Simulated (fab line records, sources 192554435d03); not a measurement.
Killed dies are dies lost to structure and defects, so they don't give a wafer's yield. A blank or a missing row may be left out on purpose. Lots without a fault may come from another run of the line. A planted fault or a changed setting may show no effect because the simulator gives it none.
Chamber matching | flow n5_finfet | N5_BEOL_M5_CURE_79 on uv_cure-02: 3 sister chambers
The step cures SiCOH lowk, time 240 s. 6 wafers are shown with their chamber, then 11 later ones without.

WAFERS WITH THEIR CHAMBER
wafer  | chamber | wafer_temp_C_max | lamp_power_pct (%)
L083.3 | 2       | 385.8            | 52.28
L083.4 | 2       | 386.1            | 52.35
L086.6 | 0       | 386.1            | 52.32
L087.2 | 1       | 386.9            | 52.27
L087.5 | 1       | 386.1            | 52.25
L089.1 | 0       | 386.2            | 52.29

WAFERS WITHOUT THEIR CHAMBER
wafer  | wafer_temp_C_max | lamp_power_pct (%)
L089.5 | 386.2            | 52.24
L089.6 | 386.0            | 52.32
L091.2 | 387.2            | 52.30
L091.3 | 386.8            | 52.31
L091.6 | 387.0            | 52.42
L090.1 | 385.7            | 52.31
L090.2 | 386.2            | 52.31
L090.5 | 385.8            | 52.28
L097.1 | 386.3            | 52.23
L097.4 | 386.1            | 52.25
L097.6 | 385.7            | 52.38

WHICH CHAMBER EACH WENT THROUGH
wafer  | from the rows above          | in truth
L089.5 | can't be placed: 1 or 0 or 2 | 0
L089.6 | can't be placed: 2 or 0      | 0
L091.2 | can't be placed: 1 or 0 or 2 | 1
L091.3 | can't be placed: 1 or 0 or 2 | 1
L091.6 | can't be placed: 0 or 2 or 1 | 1
L090.1 | can't be placed: 2 or 0      | 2
L090.2 | can't be placed: 0 or 2 or 1 | 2
L090.5 | can't be placed: 2 or 0 or 1 | 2
L097.1 | can't be placed: 1 or 0 or 2 | 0
L097.4 | can't be placed: 1 or 0 or 2 | 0
L097.6 | can't be placed: 2 or 0      | 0
Placed correctly: 0 of 11. Can't be placed from these rows: 11 (the true chamber is among the candidates in 11). Placed wrongly: 0.
How it was worked out, from the rows above alone: a wafer's distance from a chamber is the root of the sum, over the readings, of the square of ((its reading less the chamber's mean) divided by the reading's scatter). The wafer belongs to the nearest chamber; if the next one is less than 2 further off, it can't be placed. A chamber's mean is the mean of its shown wafers. The scatter: the root of (the sum of the squares of (reading less its chamber's mean) over the shown wafers, divided by (wafers less chambers)).
